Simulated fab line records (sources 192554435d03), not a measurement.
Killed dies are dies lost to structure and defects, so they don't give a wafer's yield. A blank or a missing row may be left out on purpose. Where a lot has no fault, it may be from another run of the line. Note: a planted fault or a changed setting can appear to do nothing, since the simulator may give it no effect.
fab line records + flow n5-finfet
record
- lots=7
- wafers=39
route steps=1938 shown FIN_SAQP@138 SD_EPI_N@288 SD_EPI_P@321 GATE_CUT@510 BEOL_M0@731 BEOL_M1@828 BEOL_M2@906 BEOL_M4@1111
start-h: hours from the record's opening day to when the first of the lot's shown wafers began + wait-h: hours elapsed since this lot's preceding step + " repeats the value in the row above + L1.1+2: a row that stands for several wafers + - either no value or no given start + * or withheld: withheld + < > ~ a bound
route shown NAME@n: names a module that has steps shown in the file, with the first one's number in the route + usual: mean/standard deviation of fault-free wafers + same: alike in all rows + chamber/n: place in a boat + sites: per-site readings + _std_site: their standard deviation + _edge_site: inner sites' mean taken away from outer sites' mean + radius-mm: for every site, how far away it sits from the centre of the wafer + mask NAME#n: copy n + behind: the last tool/chamber to shape the wafer + hold: what put the lot on hold/how long, in hours/how the hold closed + device: names the non-switching transistor (n, p or np) + end of line: the tests these same wafers got at the end of their route + a step given without rows: its recipe and nothing more + killed: count of dies lost to structure and defects at first sort (not the wafer's yield) + map: a wafer's dies, marking killed ones x, the rest . and places with no die _
set.NAME: the setting the step ran with; set.NAME@STEP: the setting that earlier step ran with + model.NAME: the simulator's own value behind a step, which no gauge read
lots with deliberately changed settings; one table per step, one row per wafer
## steps
# step N5_FIN_SAQP_SPACER2_ALD_28
# recipe
- material=SiO2
- target-thk-a=81
- temp-c=300
- ald-precursor-family=BDEAS
- ald-co-reactant=O2-plasma
- pulse-time-s=1
- purge-time-s=2
- co-reactant-purge-time-s=2
- pressure-torr=2
# step N5_SD_EPI_N_EPI_21
# recipe
- material=Si:P
- dopant=P
- temp-c=680
- pressure-torr=255
- time-s=690
# step N5_SD_EPI_P_EPI_21
# recipe
- material=SiGe:B
- dopant=B
- temp-c=550
- pressure-torr=20
- ambient=H2
- time-s=355
# step N5_GATE_CUT_ALD_22
# recipe
- material=SiNx
- target-thk-a=160
- temp-c=400
- ald-precursor-family=SiH2I2
- ald-co-reactant=N2/H2-plasma
- pulse-time-s=1
- ald-cycles=320
- purge-time-s=2
- co-reactant-purge-time-s=2
- pressure-torr=2
# step N5_BEOL_M0_ALD_136
# recipe
- material=TaN
- target-thk-a=*
- temp-c=275
- ald-precursor-family=PDMAT
- ald-co-reactant=NH3
- pressure-torr=3
- carrier-flow-sccm=1500
- pulse-time-s=2
- purge-time-s=3
- co-reactant-purge-time-s=2
- co-reactant-pulse-time-s=3
- ald-cycles=30
- precursor-vessel-temp-c=75
- precursor-vessel-pressure-torr=26.25
- precursor-vessel-carrier-sccm=1000
# step N5_BEOL_M1_SPUTTER_94
# recipe
- material=Cu
- target-thk-a=45
- temp-c=-20
- chamber-pressure-pa=0.07
- power-w=withheld
- time-s=8.29
# step N5_BEOL_M2_SPUTTER_79
# step N5_BEOL_M4_RC_MEAS_101
# usual
- DIBL_P=36.2/1.7
- ION_N=674/11
- ION_P=464/6.8
- REXT_N=75.5/1.6
- RS_SD_N=28.5/0.33
- RS_SD_P=66.0/1.2
- VT_N=250.2/2.6
- VT_N_LVT=98.7/2.8
- VT_P=-249.3/2.5
- VT_P_LVT=-97.9/2.6
| lot.wafer | tool      | chamber | start-h | wait-h | set.target-thk-a@FIN_SAQP_SPACER2_ALD_28 | set.time-s@SD_EPI_N_EPI_21 | set.time-s@SD_EPI_P_EPI_21 | set.ald-cycles@GATE_CUT_ALD_22 | set.co-reactant-pulse-time-s@BEOL_M0_ALD_136 | set.time-s@BEOL_M1_SPUTTER_94 | set.target-thk-a@BEOL_M2_SPUTTER_79 | DIBL_P[mV/V] | ION_N[uA/um] | ION_P[uA/um] | REXT_N[ohm.um] | RS_SD_N[ohm/sq] | RS_SD_P[ohm/sq] | VT_N[mV] | VT_N_LVT[mV] | VT_P[mV] | VT_P_LVT[mV] |
|-----------|-----------|---------|---------|--------|------------------------------------------|----------------------------|----------------------------|--------------------------------|----------------------------------------------|-------------------------------|-------------------------------------|--------------|--------------|--------------|----------------|-----------------|-----------------|----------|--------------|----------|--------------|
| L075.1    | prober-02 | 0       | 176.12  | 0.0    | 81                                       | 806.7                      | 466.9                      | 186                            | 3                                            | 8.29                          | 66.42                               | 34.7         | 687          | 473          | 74.2           | 26.0            | 54.7            | 248.7    | 99.4         | -249.9   | -95.8        |
| L075.2    | "         | 0       | "       | "      | 93.81                                    | 690                        | 355                        | 320                            | 3                                            | 8.29                          | 66.42                               | 45.9         | 740          | 495          | 74.6           | 27.9            | 65.2            | 230.5    | 80.7         | -238.9   | -87.8        |
| L075.3    | "         | 0       | "       | "      | 81                                       | 806.7                      | 355                        | 186                            | 3                                            | 8.29                          | 66.42                               | 35.2         | 679          | 460          | 74.7           | 25.5            | 65.5            | 250.6    | 97.9         | -251.9   | -99.1        |
| L075.4    | "         | 0       | "       | "      | 93.81                                    | 806.7                      | 466.9                      | 320                            | 3                                            | 8.29                          | 45                                  | 48.6         | 737          | 501          | 73.8           | 25.5            | 53.6            | 231.2    | 78.7         | -233.1   | -82.4        |
| L075.5    | "         | 0       | "       | "      | 93.81                                    | 690                        | 355                        | 186                            | 3                                            | 8.29                          | 45                                  | 43.7         | 725          | 492          | 76.2           | 28.7            | 65.3            | 234.1    | 84.1         | -239.7   | -90.8        |
| L075.6    | "         | 0       | "       | "      | 81                                       | 690                        | 466.9                      | 320                            | 3                                            | 8.29                          | 45                                  | 37.3         | 674          | 473          | 76.3           | 28.6            | 54.8            | 249.9    | 98.5         | -245.8   | -94.9        |
| L074.1    | prober-01 | 0       | 176.56  | 0.0    | 81                                       | 920.8                      | 559.7                      | 393                            | 1.676                                        | 11.79                         | 45                                  | 33.4         | 684          | 482          | 75.9           | 23.2            | 49.4            | 250.2    | 96.3         | -243.6   | -92.7        |
| L074.2    | "         | 0       | "       | "      | 81                                       | 920.8                      | 355                        | 393                            | 3                                            | 8.29                          | 45                                  | 35.0         | 689          | 461          | 75.3           | 23.3            | 66.9            | 245.9    | 94.0         | -251.3   | -97.5        |
| L074.3    | "         | 0       | "       | "      | 81                                       | 690                        | 355                        | 320                            | 1.676                                        | 11.79                         | 45                                  | 36.6         | 673          | 462          | 78.1           | 28.9            | 67.5            | 245.1    | 93.6         | -248.9   | -95.4        |
| L074.4    | "         | 0       | "       | "      | 81                                       | 690                        | 559.7                      | 393                            | 3                                            | 8.29                          | 45                                  | 36.1         | 691          | 484          | 77.8           | 28.3            | 49.6            | 247.4    | 94.4         | -241.5   | -90.8        |
| L074.5    | "         | 0       | "       | "      | 81                                       | 920.8                      | 355                        | 320                            | 1.676                                        | 8.29                          | 45                                  | 36.6         | 698          | 477          | 74.7           | 23.8            | 67.2            | 246.0    | 90.8         | -245.7   | -94.6        |
| L074.6    | "         | 0       | "       | "      | 81                                       | 690                        | 559.7                      | 320                            | 3                                            | 11.79                         | 45                                  | 34.2         | 662          | 470          | 77.9           | 28.9            | 48.9            | 249.7    | 96.4         | -246.0   | -93.0        |
| L077.1    | prober-02 | 0       | 178.06  | 0.0    | 81                                       | 390.2                      | 355                        | 466                            | 3                                            | 8.29                          | 45                                  | 34.3         | 641          | 455          | 91.4           | 47.5            | 65.7            | 255.7    | 103.5        | -251.4   | -101.1       |
| L077.2    | "         | 0       | "       | "      | 35.44                                    | 390.2                      | 355                        | 320                            | 3                                            | 6.311                         | 45                                  | -5.2         | 425          | 349          | 90.9           | 46.5            | 66.7            | 323.6    | 169.7        | -295.7   | -142.9       |
| L077.3    | "         | 0       | "       | "      | 35.44                                    | 390.2                      | 528.4                      | 320                            | 3                                            | 8.29                          | 35.03                               | -5.2         | 416          | 355          | 92.7           | 47.6            | 50.8            | 325.2    | 173.0        | -287.5   | -139.4       |
| L077.4    | "         | 0       | "       | "      | 81                                       | 690                        | 355                        | 320                            | 3                                            | 8.29                          | 35.03                               | 34.8         | 674          | 456          | 77.2           | 28.9            | 67.1            | 250.0    | 99.0         | -252.9   | -100.8       |
| L077.5    | "         | 0       | "       | "      | 35.44                                    | 690                        | 528.4                      | 466                            | 3                                            | 6.311                         | 35.03                               | -6.4         | 440          | 359          | 76.1           | 28.8            | 50.5            | 319.5    | 168.7        | -289.8   | -139.2       |
| L077.6    | "         | 0       | "       | "      | 81                                       | 690                        | 528.4                      | 466                            | 3                                            | 6.311                         | 45                                  | 34.2         | 656          | 470          | 78.0           | 29.1            | 50.4            | 252.4    | 100.6        | -248.6   | -95.0        |
| L078.1    | prober-01 | 0       | 191.48  | 0.0    | 81                                       | 1022                       | 475.3                      | 134                            | 3                                            | 8.29                          | 59.49                               | 34.9         | 669          | 465          | 74.8           | 21.9            | 54.2            | 248.3    | 97.0         | -246.5   | -96.4        |
| L078.2    | "         | 0       | "       | "      | 81                                       | 1022                       | 355                        | 134                            | 3                                            | 8.29                          | 45                                  | 35.0         | 666          | 455          | 75.3           | 21.4            | 67.1            | 252.2    | 99.1         | -249.4   | -99.3        |
| L078.3    | "         | 0       | "       | "      | 81                                       | 690                        | 475.3                      | 320                            | 3                                            | 8.29                          | 45                                  | 31.8         | 654          | 468          | 78.7           | 28.8            | 54.2            | 253.6    | 102.7        | -248.7   | -98.6        |
| L078.4    | "         | 0       | "       | "      | 81                                       | 1022                       | 355                        | 320                            | 3                                            | 8.29                          | 59.49                               | 34.1         | 659          | 451          | 74.7           | 21.4            | 66.4            | 252.1    | 99.5         | -248.9   | -99.9        |
| L078.5    | "         | 0       | "       | "      | 81                                       | 690                        | 355                        | 320                            | 3                                            | 8.29                          | 59.49                               | 36.2         | 656          | 458          | 77.9           | 29.0            | 66.6            | 249.7    | 98.9         | -248.5   | -98.1        |
| L078.6    | "         | 0       | "       | "      | 81                                       | 690                        | 475.3                      | 134                            | 3                                            | 8.29                          | 45                                  | 35.2         | 666          | 460          | 77.2           | 28.5            | 54.8            | 250.1    | 99.1         | -245.5   | -95.4        |
| L079.2    | prober-02 | 0       | 195.41  | 0.2    | 81                                       | 690                        | 355                        | 320                            | 3                                            | 8.29                          | 45                                  | 37.6         | 688          | 463          | 75.6           | 28.3            | 66.8            | 250.8    | 101.1        | -253.2   | -101.3       |
| L079.5    | "         | 0       | "       | "      | 81                                       | 690                        | 355                        | 320                            | 3                                            | 8.29                          | 45                                  | 37.4         | 671          | 458          | 76.0           | 28.5            | 66.4            | 248.4    | 101.9        | -254.2   | -101.7       |
| L079.6    | "         | 0       | "       | "      | 81                                       | 690                        | 355                        | 320                            | 3                                            | 8.29                          | 45                                  | 35.5         | 680          | 463          | 76.6           | 28.4            | 66.7            | 252.7    | 103.0        | -252.3   | -104.0       |
| L089.1    | prober-01 | 0       | 258.57  | 0.0    | 63.9                                     | 690                        | 261.8                      | 320                            | 4.234                                        | 8.29                          | 45                                  | 23.3         | 587          | 404          | 77.0           | 28.3            | 81.9            | 279.3    | 123.6        | -273.5   | -120.5       |
| L089.2    | "         | 0       | "       | "      | 63.9                                     | 1061                       | 355                        | 320                            | 3                                            | 8.29                          | 45                                  | 22.3         | 596          | 417          | 73.6           | 21.0            | 65.3            | 276.1    | 121.5        | -266.7   | -111.8       |
| L089.3    | "         | 0       | "       | "      | 81                                       | 1061                       | 355                        | 320                            | 4.234                                        | 4.857                         | 45                                  | 39.6         | 684          | 470          | 73.6           | 20.9            | 66.6            | 244.3    | 94.4         | -247.1   | -96.8        |
| L089.4    | "         | 0       | "       | "      | 81                                       | 690                        | 355                        | 320                            | 3                                            | 4.857                         | 19.06                               | 37.5         | 652          | 453          | 77.1           | 28.6            | 64.5            | 250.9    | 98.2         | -250.8   | -97.0        |
| L089.5    | "         | 0       | "       | "      | 81                                       | 690                        | 261.8                      | 320                            | 4.234                                        | 8.29                          | 19.06                               | 38.4         | 671          | 443          | 76.3           | 28.3            | 83.0            | 251.0    | 98.0         | -257.9   | -105.2       |
| L089.6    | "         | 0       | "       | "      | 63.9                                     | 1061                       | 261.8                      | 320                            | 3                                            | 4.857                         | 19.06                               | 24.4         | 589          | 396          | 73.8           | 20.6            | 81.7            | 277.4    | 120.3        | -272.5   | -120.0       |
| L097.1    | prober-02 | 0       | 310.46  | 0.0    | 81                                       | 690                        | 176                        | 320                            | 3                                            | 9.879                         | 45                                  | 37.6         | 666          | 422          | 73.9           | 28.7            | 119.8           | 254.0    | 101.4        | -263.7   | -113.6       |
| L097.2    | "         | 0       | "       | "      | 81                                       | 690                        | 355                        | 446                            | 3                                            | 8.29                          | 45                                  | 37.7         | 671          | 462          | 73.8           | 28.2            | 64.8            | 247.0    | 97.6         | -247.1   | -95.8        |
| L097.3    | "         | 0       | "       | "      | 103.2                                    | 363.7                      | 176                        | 446                            | 3                                            | 8.29                          | 57.77                               | 56.2         | 752          | 474          | 90.2           | 49.9            | 119.8           | 225.5    | 71.7         | -246.6   | -93.3        |
| L097.4    | "         | 0       | "       | "      | 103.2                                    | 363.7                      | 176                        | 320                            | 3                                            | 8.29                          | 57.77                               | 58.8         | 761          | 481          | 88.7           | 49.6            | 121.1           | 220.8    | 68.8         | -243.0   | -91.4        |
| L097.5    | "         | 0       | "       | "      | 103.2                                    | 690                        | 355                        | 446                            | 3                                            | 9.879                         | 57.77                               | 56.5         | 758          | 514          | 75.4           | 29.1            | 64.0            | 221.5    | 67.1         | -229.8   | -75.2        |
| L097.6    | "         | 0       | "       | "      | 81                                       | 363.7                      | 355                        | 320                            | 3                                            | 9.879                         | 45                                  | 38.0         | 654          | 478          | 89.1           | 50.5            | 65.1            | 254.3    | 99.9         | -249.6   | -94.8        |
## key
split
- step=N5_FIN_SAQP_SPACER2_ALD_28
- setting=target-thk-a
- stated-as=81
response
- step=N5_BEOL_M4_RC_MEAS_101
- reading=VT_N_LVT
- slope=-1.21
- per=1%
- together-with=all
- explained=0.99
response
- step=N5_BEOL_M4_RC_MEAS_101
- reading=DIBL_P
- slope=+0.708
- per=1%
- together-with=all
- explained=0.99
response
- step=N5_BEOL_M4_RC_MEAS_101
- reading=VT_N
- slope=-1.23
- per=1%
- together-with=all
- explained=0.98
response
- step=N5_BEOL_M4_RC_MEAS_101
- reading=ION_N
- slope=+3.91
- per=1%
- together-with=all
- explained=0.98
response
- step=N5_BEOL_M4_RC_MEAS_101
- reading=VT_P
- slope=+0.745
- per=1%
- together-with=all
- explained=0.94
split
- step=N5_SD_EPI_N_EPI_21
- setting=time-s
- stated-as=690
response
- step=N5_BEOL_M4_RC_MEAS_101
- reading=RS_SD_N
- slope=-0.273
- per=1%
- together-with=all
- explained=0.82
response
- step=N5_BEOL_M4_RC_MEAS_101
- reading=REXT_N
- slope=-0.176
- per=1%
- together-with=all
- explained=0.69
split
- step=N5_SD_EPI_P_EPI_21
- setting=time-s
- stated-as=355
response
- step=N5_BEOL_M4_RC_MEAS_101
- reading=RS_SD_P
- slope=-0.513
- per=1%
- together-with=all
- explained=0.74
response
- step=N5_BEOL_M4_RC_MEAS_101
- reading=VT_P
- slope=+0.157
- per=1%
- together-with=all
- explained=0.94
response
- step=N5_BEOL_M4_RC_MEAS_101
- reading=VT_P_LVT
- slope=+0.166
- per=1%
- together-with=all
- explained=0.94
response
- step=N5_BEOL_M4_RC_MEAS_101
- reading=ION_P
- slope=+0.425
- per=1%
- together-with=all
- explained=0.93
split
- step=N5_GATE_CUT_ALD_22
- setting=ald-cycles
- stated-as=320
response none clear
split
- step=N5_BEOL_M0_ALD_136
- setting=co-reactant-pulse-time-s
- stated-as=3
response none clear
split
- step=N5_BEOL_M1_SPUTTER_94
- setting=time-s
- stated-as=8.29
response none clear
split
- step=N5_BEOL_M2_SPUTTER_79
- setting=target-thk-a
- stated-as=45
response none clear
